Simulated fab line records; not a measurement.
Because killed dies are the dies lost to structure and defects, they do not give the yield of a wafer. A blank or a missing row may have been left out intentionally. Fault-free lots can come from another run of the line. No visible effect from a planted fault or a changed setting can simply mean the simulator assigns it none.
fab line records	flow n5_finfet
record: lots: 7	wafers: 21
route steps=1938 shown MOL_CONTACT_COAG@520 BEOL_M0_SAQP@643 BEOL_M2@890 BEOL_M3@950 BEOL_M4@1064
start_h: the number of hours between the record's first day and the start of the first shown wafer of the lot	wait_h: hours from the lot's prior step to this one	" the same as in the row above	L1.1+2: a row that stands for several wafers	- value missing, or start not given	* or withheld: withheld	< > ~ a bound
route shown NAME@n: names a module that has steps shown in the file, with the first one's number in the route	usual: mean/standard deviation taken from wafers without a fault	same: alike in all rows	chamber/n: place in a boat	sites: the reading at each site	_std_site: standard deviation of those values	_edge_site: inner sites' mean taken away from outer sites' mean	radius_mm: how far each site lies from the wafer's centre	mask NAME#n: copy n	behind: the most recent tool/chamber to have shaped the wafer	hold: the reason the lot was held/the length of the hold in hours/how it ended	device: whichever transistor did not switch (one of n, p or np)	end of line: the tests these same wafers got at the end of their route	for a step that has no rows: nothing shown but its recipe	killed: not the wafer's yield, but the dies lost to structure and defects at the first sort	map: shows each die of a wafer: x if killed, . if not, _ if none is there
set.NAME: the setting that was run; set.NAME@STEP: the one run at that earlier step	model.NAME: the simulator's own value behind a step, which no gauge read
lots with deliberately changed settings; one table per step, one row per wafer
== steps ==
step: N5_MOL_CONTACT_COAG_COAT_02
recipe: resist: CAR-EUV	spin_rpm: 1500	resist_thk_nm: 30
lot.wafer	tool	chamber	start_h	wait_h	set.spin_rpm	model.CAR-EUV_of_MOL_CONTACT_COAG_COAT_02.thk_nm
L074.3+5+6	litho_track-05	0	-	-	1500	30
L078.2+5+6	litho_track-05	0	-	-	1500	30
L079.1+2+3	litho_track-05	0	-	-	1500	30
L085.1	litho_track-04	0	-	-	1334	32
L085.3+6	"	0	"	"	1500	30.2
L094.4	litho_track-03	0	-	-	1500	30.2
L094.5+6	"	0	"	"	1500	30
L096.2+6	litho_track-03	0	-	-	1500	30
L096.3	"	0	"	"	1347	31.6
L097.2+4	litho_track-05	0	-	-	1423	30.8
L097.3	"	0	"	"	1500	30
step: N5_MOL_CONTACT_COAG_EBR_04
recipe: solvent: PGMEA	ebr_width_mm: 1.5
step: N5_MOL_CONTACT_COAG_SOFTBAKE_03
recipe: temp_c: 110	time_s: 60	resist: CAR-EUV
step: N5_MOL_CONTACT_COAG_DESCUM_13
recipe: chemistry: O2	time_s: 7	source_power_w: 50	bias_power_w: 20	pressure_mtorr: 20	rf_frequency_hz: 2.712e+07	temp_c: 40	resist: CAR-EUV	o2_flow_sccm: 225
lot.wafer	tool	chamber	start_h	wait_h	set.spin_rpm@MOL_CONTACT_COAG_COAT_02	model.CAR-EUV_of_MOL_CONTACT_COAG_COAT_02.thk_nm
L074.3	rie_diel-02	2	88.58	0.0	1500	26
L074.5+6	"	0,1	"	"	1500	26.2
L078.2+5+6	rie_diel-02	3,1,0	112.03	0.3	1500	26
L079.1+3	rie_diel-02	1,2	125.81	0.2	1500	26
L079.2	"	0	"	"	1500	26.2
L085.1	rie_diel-04	1	154.44	0.1	1334	28
L085.3+6	"	2,0	"	"	1500	26.2
L094.4+5	rie_diel-04	1,0	208.42	0.0	1500	26.2
L094.6	"	2	"	"	1500	26
L096.2	rie_diel-01	3	222.25	0.6	1500	26.2
L096.3	"	1	"	"	1347	27.6
L096.6	"	0	"	"	1500	26
L097.2+4	rie_diel-01	1,0	226.36	0.0	1423	26.8
L097.3	"	3	"	"	1500	26.2
step: N5_MOL_CONTACT_COAG_ALD_27
recipe: material: SiOC	target_thk_a: 170	temp_c: 400	ald_precursor_family: carbosiloxane	ald_co_reactant: H2-plasma	pulse_time_s: 1.5	time_s: 2720	purge_time_s: 2	co_reactant_purge_time_s: 2	ald_cycles: 340	pressure_torr: 2
lot.wafer	tool	chamber	start_h	wait_h	set.ald_cycles	model.SiOC_of_MOL_CONTACT_COAG_ALD_27.thk_nm
L074.3+6	ald_sin-03	3,1	94.69	0.0	324	16.2
L074.5	"	0	"	"	340	17
L078.2+5+6	ald_sin-03	3,1,0	118.56	0.5	340	17
L079.1	ald_sin-04	0	132.18	0.0	340	16.8
L079.2+3	"	1,2	"	"	340	17
L085.1	ald_sin-02	3	162.29	0.0	370	18.2
L085.3+6	"	0	"	"	370	18.4
L094.4+5	ald_sin-02	0,2	218.03	0.0	340	17
L094.6	"	3	"	"	324	16.2
L096.2	ald_sin-03	3	228.91	0.0	318	15.8
L096.3+6	"	2	"	"	340	16.8
L097.2+3+4	ald_sin-02	0,3,1	234.77	0.0	340	17
step: N5_MOL_CONTACT_COAG_ALD_123
recipe: material: SiNx	target_thk_a: 50	temp_c: 400	ald_precursor_family: SiH2I2	ald_co_reactant: N2/H2-plasma	pulse_time_s: 1	purge_time_s: 2	co_reactant_purge_time_s: 2	ald_cycles: 100	pressure_torr: 2
lot.wafer	tool	chamber	start_h	wait_h	set.ald_cycles	model.SiNx_of_MOL_CONTACT_COAG_ALD_123.thk_nm
L074.3+6	ald_sin-03	3,1	97.02	0.5	115	5.8
L074.5	"	2	"	"	100	5
L078.2+5+6	ald_sin-02	3,0,3	120.65	0.0	100	5
L079.1	ald_sin-03	2	134.30	0.3	100	5
L079.2+3	"	3,0	"	"	116	5.8
L085.1+3	ald_sin-04	2,1	164.23	0.1	93	4.6
L085.6	"	1	"	"	100	5
L094.4+5+6	ald_sin-02	3,1,2	219.93	0.0	100	5
L096.2+3+6	ald_sin-03	3,2,1	230.81	0.0	100	5
L097.2	ald_sin-03	3	236.76	0.1	109	5.4
L097.3	"	1	"	"	109	5.6
L097.4	"	0	"	"	100	5
step: N5_MOL_CONTACT_COAG_ETCHBACK_135
recipe: chemistry: CHF3	target: SiO2	target_depth_a: 250	time_s: 16.7	ion_energy_ev: 200	pressure_mtorr: 30	source_w: 610	bias_w: 170	Ar_flow_sccm: 200	CHF3_flow_sccm: 50
lot.wafer	tool	chamber	start_h	wait_h	set.time_s	model.SOC_of_MOL_CONTACT_COAG_COAT_75.thk_nm
L074.3	rie_diel-01	0	99.53	0.0	13.75	58.2
L074.5+6	"	0,1	"	"	16.7	57.6
L078.2+5	rie_diel-04	1	123.14	0.0	16.7	57.8
L078.6	"	0	"	"	16.7	57.6
L079.1	rie_diel-01	1	136.10	0.0	20.21	57
L079.2	"	3	"	"	16.7	57.6
L079.3	"	2	"	"	20.21	57.2
L085.1+3	rie_diel-04	2,3	165.76	0.0	16.7	57.6
L085.6	"	0	"	"	19.71	57
L094.4+5	rie_diel-02	0,3	221.76	0.0	14.97	57.8
L094.6	"	1	"	"	16.7	57.6
L096.2+3	rie_diel-04	1,2	232.34	0.0	14.31	57.6
L096.6	"	1	"	"	16.7	57.2
L097.2+3	rie_diel-04	1,2	238.92	0.0	16.7	57.8
L097.4	"	0	"	"	16.7	57.6
step: N5_MOL_CONTACT_COAG_VIA_ETCH_46
recipe: chemistry: C4F6/O2	target_depth_a: 460	overetch_a: 92	mask_material: SOC	target: SiO2	bias_w: 455	pressure_mtorr: 10	time_s: 40	source_w: 325	Ar_flow_sccm: 300	C4F6_flow_sccm: 10	O2_flow_sccm: 10	ion_energy_ev: 575.3	ends: end_point
usual: rf_vpp_V: 1588/29
lot.wafer	tool	chamber	start_h	wait_h	set.bias_w	rf_vpp_V
L074.3	rie_diel-01	0	99.56	0.0	455	1542
L074.5	"	0	"	"	455	1543
L074.6	"	1	"	"	520.9	1738
L078.2	rie_diel-04	1	123.17	0.0	455	1564
L078.5	"	1	"	"	455	1566
L078.6	"	0	"	"	455	1593
L079.1	rie_diel-01	1	136.13	0.0	434.1	1518
L079.2	"	3	"	"	434.1	1567
L079.3	"	2	"	"	455	1614
L085.1	rie_diel-04	2	165.79	0.0	455	1606
L085.3	"	3	"	"	392.5	1443
L085.6	"	0	"	"	455	1591
L094.4	rie_diel-02	0	221.82	0.0	491.7	1681
L094.5	"	3	"	"	455	1624
L094.6	"	1	"	"	491.7	1661
L096.2	rie_diel-04	1	232.37	0.0	534.2	1761
L096.3	"	2	"	"	455	1604
L096.6	"	1	"	"	455	1566
L097.2	rie_diel-04	1	238.95	0.0	389.8	1392
L097.3	"	2	"	"	389.8	1429
L097.4	"	0	"	"	455	1589
step: N5_MOL_CONTACT_COAG_STRIP_96
recipe: chemistry: N2/H2	power_w: 500	temp_c: 40	pressure_mtorr: 50	rf_frequency_hz: 6e+07	overash_fraction: 0.3	bias_power_w: 28	h2_frac: 0.5	n2_flow_sccm: 300	h2_flow_sccm: 300
step: N5_MOL_CONTACT_COAG_ETCH_47
recipe: chemistry: CH3F/O2	target: SiNx	target_depth_a: 270	mask_material: SiO2	stop_on: W	over_etch_frac: 0.2	ion_energy_ev: 120	endpoint: OES-CN	pressure_mtorr: 30	source_w: 395	bias_w: 73	Ar_flow_sccm: 150	CH3F_flow_sccm: 30	O2_flow_sccm: 20	ends: end_point
step: N5_MOL_CONTACT_COAG_STRIP_120
recipe: chemistry: CHF3	resist: SiARC	rf_frequency_hz: 6e+07
step: N5_MOL_CONTACT_COAG_VIA_ETCH_117
recipe: chemistry: C4F6/O2	target_depth_a: 400	overetch_a: 80	mask_material: SOC	target: SiO2	bias_w: 455	pressure_mtorr: 10	time_s: 26	source_w: 325	Ar_flow_sccm: 300	C4F6_flow_sccm: 10	O2_flow_sccm: 10	ion_energy_ev: 575.3	ends: end_point
step: N5_MOL_CONTACT_COAG_ETCH_124
recipe: chemistry: CH3F/O2	target: SiNx	target_depth_a: 65	mask_material: SOC	stop_on: SiOC	over_etch_frac: 0.3	ion_energy_ev: 120	pressure_mtorr: 30	source_w: 395	bias_w: 73	Ar_flow_sccm: 150	CH3F_flow_sccm: 30	O2_flow_sccm: 20	ends: end_point
lot.wafer	tool	chamber	start_h	wait_h	set.ald_cycles@MOL_CONTACT_COAG_ALD_123	model.etch.depth_nm
L074.3	rie_diel-01	1	101.29	0.0	115	5.735
L074.5	"	2	"	"	100	4.937
L074.6	"	1	"	"	115	5.781
L078.2	rie_diel-04	2	125.48	0.0	100	4.954
L078.5	"	0	"	"	100	4.946
L078.6	"	3	"	"	100	4.96
L079.1	rie_diel-02	3	138.39	0.0	100	5.01
L079.2	"	2	"	"	116	5.804
L079.3	"	1	"	"	116	5.797
L085.1	rie_diel-02	2	167.20	0.0	93	4.656
L085.3	"	3	"	"	93	4.66
L085.6	"	0	"	"	100	4.973
L094.4	rie_diel-02	1	223.56	0.0	100	4.966
L094.5	"	3	"	"	100	5.017
L094.6	"	0	"	"	100	4.983
L096.2	rie_diel-02	1	233.90	0.0	100	5.028
L096.3	"	0	"	"	100	5.006
L096.6	"	3	"	"	100	5.053
L097.2	rie_diel-04	0	240.45	0.0	109	5.442
L097.3	"	3	"	"	109	5.501
L097.4	"	2	"	"	100	5.007
step: N5_BEOL_M0_SAQP_COAT_08
recipe: resist: CAR-ArF	spin_rpm: 1500	resist_thk_nm: 90
lot.wafer	tool	chamber	start_h	wait_h	set.spin_rpm	model.CAR-ArF_of_BEOL_M0_SAQP_COAT_08.thk_nm
L074.3	litho_track-01	0	-	-	1500	90.2
L074.5	"	0	"	"	1618	86.8
L074.6	"	0	"	"	1500	90.4
L078.2+5	litho_track-02	0	-	-	1500	90.2
L078.6	"	0	"	"	1500	90.4
L079.1+3	litho_track-03	0	-	-	1631	86.4
L079.2	"	0	"	"	1500	90
L085.1	litho_track-01	0	-	-	1500	90.2
L085.3	"	0	"	"	1637	86
L085.6	"	0	"	"	1637	86.4
L094.4	litho_track-02	0	-	-	1582	87.6
L094.5	"	0	"	"	1500	90.2
L094.6	"	0	"	"	1582	87.8
L096.2+3	litho_track-03	0	-	-	1500	90.2
L096.6	"	0	"	"	1500	90.4
L097.2	litho_track-01	0	-	-	1500	90
L097.3+4	"	0	"	"	1500	89.8
step: N5_BEOL_M2_TRENCH_ETCH_37
recipe: chemistry: C4F6/O2	target_depth_a: 555.55	target: SiOC	time_s: 29.2	ion_energy_ev: 250	pressure_mtorr: 30	source_w: 355	bias_w: 185	Ar_flow_sccm: 300	C4F6_flow_sccm: 10	O2_flow_sccm: 10
lot.wafer	tool	chamber	start_h	wait_h	set.source_w	model.BEOL_M2.feature_depth_nm	model.etch.depth_nm
L074.3	rie_diel-04	2	-	-	355	55	55.09
L074.5	"	0	"	"	326.7	54.6	54.61
L074.6	"	1	"	"	326.7	52.6	52.66
L078.2	rie_diel-04	0	-	-	355	57	57.06
L078.5	"	1	"	"	355	55.6	55.55
L078.6	"	2	"	"	355	55.8	55.72
L079.1	rie_diel-01	0	-	-	355	54.8	54.79
L079.2	"	1	"	"	325.9	52.6	52.51
L079.3	"	2	"	"	355	55.6	55.58
L085.1	rie_diel-01	0	-	-	382.2	57.6	57.59
L085.3	"	1	"	"	355	56.8	56.8
L085.6	"	3	"	"	382.2	56.8	56.86
L094.4	rie_diel-04	3	-	-	324.4	53	53.01
L094.5	"	2	"	"	324.4	52.8	52.79
L094.6	"	1	"	"	355	53.8	53.85
L096.2	rie_diel-04	0	-	-	414	59.8	59.89
L096.3	"	1	"	"	355	54.8	54.8
L096.6	"	0	"	"	355	56.6	56.66
L097.2	rie_diel-04	2	-	-	411.2	58	57.93
L097.3	"	1	"	"	355	54.8	54.75
L097.4	"	3	"	"	355	55.2	55.17
step: N5_BEOL_M2_ETCH_41
recipe: chemistry: CH3F/O2	target: SiCN	target_depth_a: 299	taper_deg: 2	time_s: 52.5	ion_energy_ev: 120	mask_material: TiN	pressure_mtorr: 30	source_w: 395	bias_w: 75	Ar_flow_sccm: 150	CH3F_flow_sccm: 30	O2_flow_sccm: 20
step: N5_BEOL_M2_STRIP_97
recipe: chemistry: N2/H2	time_s: 10	power_w: 450	temp_c: 40	pressure_mtorr: 20	rf_frequency_hz: 6e+07	bias_power_w: 7	n2_flow_sccm: 200	h2_flow_sccm: 200
step: N5_BEOL_M2_OCD_MEAS_38
usual: trench_depth_nm: 55.3/0.78
lot.wafer	tool	chamber	start_h	wait_h	set.source_w@BEOL_M2_TRENCH_ETCH_37	trench_depth_nm
L074.3	ocd-01	-	140.11	-	355	55.0
L074.5	"	-	"	"	326.7	54.5
L074.6	"	-	"	"	326.7	52.7
L078.2	ocd-01	-	169.59	-	355	57.1
L078.5	"	-	"	"	355	55.4
L078.6	"	-	"	"	355	56.1
L079.1	ocd-02	-	185.18	-	355	54.6
L079.2	"	-	"	"	325.9	52.2
L079.3	"	-	"	"	355	55.5
L085.1	ocd-01	-	203.43	-	382.2	57.8
L085.3	"	-	"	"	355	56.8
L085.6	"	-	"	"	382.2	56.9
L094.4	ocd-01	-	262.23	-	324.4	52.9
L094.5	"	-	"	"	324.4	52.4
L094.6	"	-	"	"	355	54.0
L096.2	ocd-02	-	270.77	-	414	59.9
L096.3	"	-	"	"	355	55.2
L096.6	"	-	"	"	355	56.3
L097.2	ocd-02	-	274.05	-	411.2	57.7
L097.3	"	-	"	"	355	54.9
L097.4	"	-	"	"	355	54.7
step: N5_BEOL_M3_ETCH_64
recipe: chemistry: N2/H2	target: SOC	target_depth_a: 750	overetch_a: 150	mask_material: SiARC	temp_c: 40	time_s: 112.5	ion_energy_ev: 200	pressure_mtorr: 30	source_w: 840	bias_w: 150	n2_flow_sccm: 200	h2_flow_sccm: 200
usual: rf_vpp_V: 524.5/2.4
lot.wafer	tool	chamber	start_h	wait_h	set.bias_w	rf_vpp_V	model.SiARC_of_BEOL_M3_COAT_62.thk_nm
L074.3	rie_diel-03	2	145.61	0.0	150	528.2	6.8
L074.5	"	3	"	"	150	521.4	6.8
L074.6	"	0	"	"	150	525.7	6.6
L078.2	rie_diel-05	3	175.56	0.0	150	524.6	6.6
L078.5	"	3	"	"	150	525.5	6.6
L078.6	"	1	"	"	150	525.5	6.8
L079.1	rie_diel-03	2	192.73	0.0	150	526.6	6.6
L079.2	"	0	"	"	150	525.0	6.6
L079.3	"	1	"	"	150	526.2	7.2
L085.1	rie_diel-05	0	210.61	0.0	150	524.6	6.8
L085.3	"	1	"	"	150	524.8	6.8
L085.6	"	0	"	"	150	525.8	6.8
L094.4	rie_diel-03	2	270.84	0.1	150	527.9	6.8
L094.5	"	3	"	"	160.9	547.2	6.4
L094.6	"	0	"	"	160.9	548.5	6.2
L096.2	rie_diel-05	2	280.56	0.0	150	519.2	7
L096.3	"	1	"	"	150	524.5	6.8
L096.6	"	1	"	"	133.9	489.9	7.6
L097.2	rie_diel-05	2	282.04	0.0	131.2	478.3	8
L097.3	"	0	"	"	150	524.9	6.8
L097.4	"	3	"	"	150	525.4	6.6
step: N5_BEOL_M3_COAT_67
recipe: resist: SOC	temp_c: 250	time_s: 60	spin_rpm: 1500	resist_thk_nm: 60
lot.wafer	tool	chamber	start_h	wait_h	set.spin_rpm	model.SOC_of_BEOL_M3_COAT_67.thk_nm
L074.3+5+6	litho_track-03	0	146.00	0.0	1549	59
L078.2	litho_track-03	0	176.04	0.0	1500	60.2
L078.5+6	"	0	"	"	1500	59.8
L079.1	litho_track-03	0	193.21	0.0	1500	60
L079.2+3	"	0	"	"	1335	63.8
L085.1	litho_track-03	0	211.02	0.0	1500	59.8
L085.3	"	0	"	"	1500	60
L085.6	"	0	"	"	1654	57.2
L094.4+5+6	litho_track-05	0	279.80	0.0	1500	60.2
L097.2+3	litho_track-04	0	283.84	0.0	1500	60.2
L097.4	"	0	"	"	1500	60
L096.2+6	litho_track-04	0	283.90	0.0	1500	60
L096.3	"	0	"	"	1500	59.8
step: N5_BEOL_M3_COAT_68
recipe: resist: SiARC	temp_c: 220	time_s: 60	spin_rpm: 1500	resist_thk_nm: 12
step: N5_BEOL_M3_COAT_76
recipe: resist: underlayer	temp_c: 205	time_s: 60	spin_rpm: 1500	resist_thk_nm: 5
step: N5_BEOL_M3_ALD_98
recipe: material: SiO2	target_thk_a: 25	temp_c: 100	ald_precursor_family: BDEAS	ald_co_reactant: O2-plasma	pulse_time_s: 1	co_reactant_pulse_time_s: 1	purge_time_s: 2	co_reactant_purge_time_s: 2	ald_cycles: 17	pressure_torr: 2
step: N5_BEOL_M3_ETCHBACK_99
recipe: chemistry: CHF3	target: SiO2	target_depth_a: 50	time_s: 10.4	source_w: 215	bias_w: 47	Ar_flow_sccm: 200	CHF3_flow_sccm: 12	ion_energy_ev: 100	pressure_mtorr: 30
step: N5_BEOL_M3_ETCH_70
recipe: chemistry: N2/H2	target: SOC	target_depth_a: 800	overetch_a: 160	mask_material: SiARC	temp_c: 40	time_s: 120	ion_energy_ev: 200	pressure_mtorr: 30	source_w: 840	bias_w: 150	n2_flow_sccm: 200	h2_flow_sccm: 200
lot.wafer	tool	chamber	start_h	wait_h	set.spin_rpm@BEOL_M3_COAT_67	model.etch.depth_nm
L074.3+6	rie_diel-06	0,1	148.11	0.0	1549	58.94
L074.5	"	2	"	"	1549	59.07
L078.2	rie_diel-06	1	181.90	0.0	1500	60.14
L078.5	"	1	"	"	1500	59.9
L078.6	"	2	"	"	1500	59.88
L079.1	rie_diel-05	0	199.39	0.0	1500	60.1
L079.2	"	1	"	"	1335	63.77
L079.3	"	2	"	"	1335	63.78
L085.1	rie_diel-03	1	216.71	0.0	1500	59.89
L085.3	"	2	"	"	1500	59.99
L085.6	"	0	"	"	1654	57.26
L094.4	rie_diel-03	1	295.09	0.0	1500	60.14
L094.5	"	2	"	"	1500	60.11
L094.6	"	1	"	"	1500	60.25
L096.2	rie_diel-03	1	295.47	0.0	1500	59.97
L096.3	"	0	"	"	1500	59.88
L096.6	"	3	"	"	1500	59.91
L097.2	rie_diel-05	1	298.96	0.0	1500	60.24
L097.3	"	2	"	"	1500	60.16
L097.4	"	3	"	"	1500	60.09
step: N5_BEOL_M3_STRIP_71
recipe: chemistry: N2/H2	temp_c: 40	n2_flow_sccm: 200	h2_flow_sccm: 200	rf_frequency_hz: 6e+07
step: N5_BEOL_M3_STRIP_78
recipe: chemistry: N2/H2	temp_c: 40	n2_flow_sccm: 200	h2_flow_sccm: 200	rf_frequency_hz: 6e+07
step: N5_BEOL_M3_VIA_ETCH_34
recipe: chemistry: C4F6/O2	target_depth_a: 694	mask_material: SOC	pressure_mtorr: 15	ion_energy_ev: 250	taper_deg: 4	time_s: 65.9	source_w: 350	bias_w: 170	Ar_flow_sccm: 300	C4F6_flow_sccm: 10	O2_flow_sccm: 10
lot.wafer	tool	chamber	start_h	wait_h	set.spin_rpm@BEOL_M3_COAT_67	model.SOC_of_BEOL_M3_COAT_67.thk_nm
L074.3+5	rie_diel-06	0,2	148.21	0.0	1549	51
L074.6	"	1	"	"	1549	50.8
L078.2	rie_diel-06	1	182.00	0.0	1500	52
L078.5+6	"	1,2	"	"	1500	51.8
L079.1	rie_diel-05	0	199.49	0.0	1500	52
L079.2	"	1	"	"	1335	55.6
L079.3	"	2	"	"	1335	55.8
L085.1	rie_diel-03	1	216.82	0.0	1500	52.2
L085.3	"	2	"	"	1500	51.8
L085.6	"	0	"	"	1654	48.8
L094.4+6	rie_diel-03	1	295.19	0.0	1500	52.4
L094.5	"	2	"	"	1500	52
L096.2	rie_diel-03	1	295.57	0.0	1500	52
L096.3	"	0	"	"	1500	51.4
L096.6	"	3	"	"	1500	51.8
L097.2	rie_diel-05	1	299.06	0.0	1500	52
L097.3	"	2	"	"	1500	52.2
L097.4	"	3	"	"	1500	51.8
step: N5_BEOL_M4_ETCH_70
recipe: chemistry: N2/H2	target: SOC	target_depth_a: 800	overetch_a: 240	mask_material: SiARC	temp_c: 40	time_s: 130	ion_energy_ev: 200	pressure_mtorr: 30	source_w: 840	bias_w: 150	n2_flow_sccm: 200	h2_flow_sccm: 200
usual: rf_vpp_V: 523.2/2.6
lot.wafer	tool	chamber	start_h	wait_h	set.bias_w	rf_vpp_V	model.SiARC_of_BEOL_M4_COAT_68.thk_nm
L074.3	rie_diel-01	0	164.71	0.0	150	521.9	5.8
L074.5	"	2	"	"	150	524.2	5.8
L074.6	"	3	"	"	133.3	483.9	6.6
L078.2	rie_diel-02	1	193.19	0.0	150	520.8	5.8
L078.5	"	0	"	"	150	522.4	6
L078.6	"	1	"	"	150	522.7	6
L079.1	rie_diel-04	1	209.34	0.0	131.8	479.7	6.8
L079.2	"	2	"	"	131.8	483.1	6.8
L079.3	"	0	"	"	131.8	482.5	6.8
L085.1	rie_diel-01	3	237.14	0.0	150	521.3	5.8
L085.3	"	0	"	"	150	522.3	5.8
L085.6	"	3	"	"	150	520.6	5.8
L094.4	rie_diel-01	2	304.17	0.0	150	523.5	5.8
L094.5	"	1	"	"	150	528.5	5.6
L094.6	"	0	"	"	150	521.4	6
L096.2	rie_diel-01	1	307.06	0.0	128.6	478.5	6.8
L096.3	"	2	"	"	128.6	475.6	7
L096.6	"	1	"	"	150	527.1	5.6
L097.2	rie_diel-02	1	311.41	0.0	150	519.4	6
L097.3	"	0	"	"	150	522.8	6.2
L097.4	"	3	"	"	133.2	487.1	6.8
== key ==
split: step: N5_MOL_CONTACT_COAG_COAT_02	setting: spin_rpm	stated: 1500	by: wafer
response: step: N5_MOL_CONTACT_COAG_COAT_02	reading: model.CAR-EUV_of_MOL_CONTACT_COAG_COAT_02.thk_nm	change: -0.16	per: 1%	r: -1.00
response: step: N5_MOL_CONTACT_COAG_DESCUM_13	reading: model.CAR-EUV_of_MOL_CONTACT_COAG_COAT_02.thk_nm	change: -0.151	per: 1%	r: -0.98
split: step: N5_MOL_CONTACT_COAG_ALD_27	setting: ald_cycles	stated: 340	by: wafer
response: step: N5_MOL_CONTACT_COAG_ALD_27	reading: model.SiOC_of_MOL_CONTACT_COAG_ALD_27.thk_nm	change: +0.162	per: 1%	r: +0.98
split: step: N5_MOL_CONTACT_COAG_ALD_123	setting: ald_cycles	stated: 100	by: wafer
response: step: N5_MOL_CONTACT_COAG_ALD_123	reading: model.SiNx_of_MOL_CONTACT_COAG_ALD_123.thk_nm	change: +0.0525	per: 1%	r: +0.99
response: step: N5_MOL_CONTACT_COAG_ETCH_124	reading: model.etch.depth_nm	change: +0.0513	per: 1%	r: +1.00
split: step: N5_MOL_CONTACT_COAG_ETCHBACK_135	setting: time_s	stated: 16.7	by: wafer
response: step: N5_MOL_CONTACT_COAG_ETCHBACK_135	reading: model.SOC_of_MOL_CONTACT_COAG_COAT_75.thk_nm	change: -0.0286	per: 1%	r: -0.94
split: step: N5_MOL_CONTACT_COAG_VIA_ETCH_46	setting: bias_w	stated: 455	by: wafer
response: step: N5_MOL_CONTACT_COAG_VIA_ETCH_46	reading: rf_vpp_V	change: +11.4	per: 1%	r: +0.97
split: step: N5_BEOL_M0_SAQP_COAT_08	setting: spin_rpm	stated: 1500	by: wafer
response: step: N5_BEOL_M0_SAQP_COAT_08	reading: model.CAR-ArF_of_BEOL_M0_SAQP_COAT_08.thk_nm	change: -0.434	per: 1%	r: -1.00
split: step: N5_BEOL_M2_TRENCH_ETCH_37	setting: source_w	stated: 355	by: wafer
response: step: N5_BEOL_M2_TRENCH_ETCH_37	reading: model.BEOL_M2.feature_depth_nm	change: +0.201	per: 1%	r: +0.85
response: step: N5_BEOL_M2_TRENCH_ETCH_37	reading: model.etch.depth_nm	change: +0.204	per: 1%	r: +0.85
response: step: N5_BEOL_M2_OCD_MEAS_38	reading: trench_depth_nm	change: +0.209	per: 1%	r: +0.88
split: step: N5_BEOL_M3_ETCH_64	setting: bias_w	stated: 150	by: wafer
response: step: N5_BEOL_M3_ETCH_64	reading: rf_vpp_V	change: +3.3	per: 1%	r: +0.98
response: step: N5_BEOL_M3_ETCH_64	reading: model.SiARC_of_BEOL_M3_COAT_62.thk_nm	change: -0.0844	per: 1%	r: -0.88
split: step: N5_BEOL_M3_COAT_67	setting: spin_rpm	stated: 1500	by: wafer
response: step: N5_BEOL_M3_COAT_67	reading: model.SOC_of_BEOL_M3_COAT_67.thk_nm	change: -0.307	per: 1%	r: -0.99
response: step: N5_BEOL_M3_ETCH_70	reading: model.etch.depth_nm	change: -0.3	per: 1%	r: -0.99
response: step: N5_BEOL_M3_VIA_ETCH_34	reading: model.SOC_of_BEOL_M3_COAT_67.thk_nm	change: -0.325	per: 1%	r: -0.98
split: step: N5_BEOL_M4_ETCH_70	setting: bias_w	stated: 150	by: wafer
response: step: N5_BEOL_M4_ETCH_70	reading: rf_vpp_V	change: +3.38	per: 1%	r: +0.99
response: step: N5_BEOL_M4_ETCH_70	reading: model.SiARC_of_BEOL_M4_COAT_68.thk_nm	change: -0.0779	per: 1%	r: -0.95
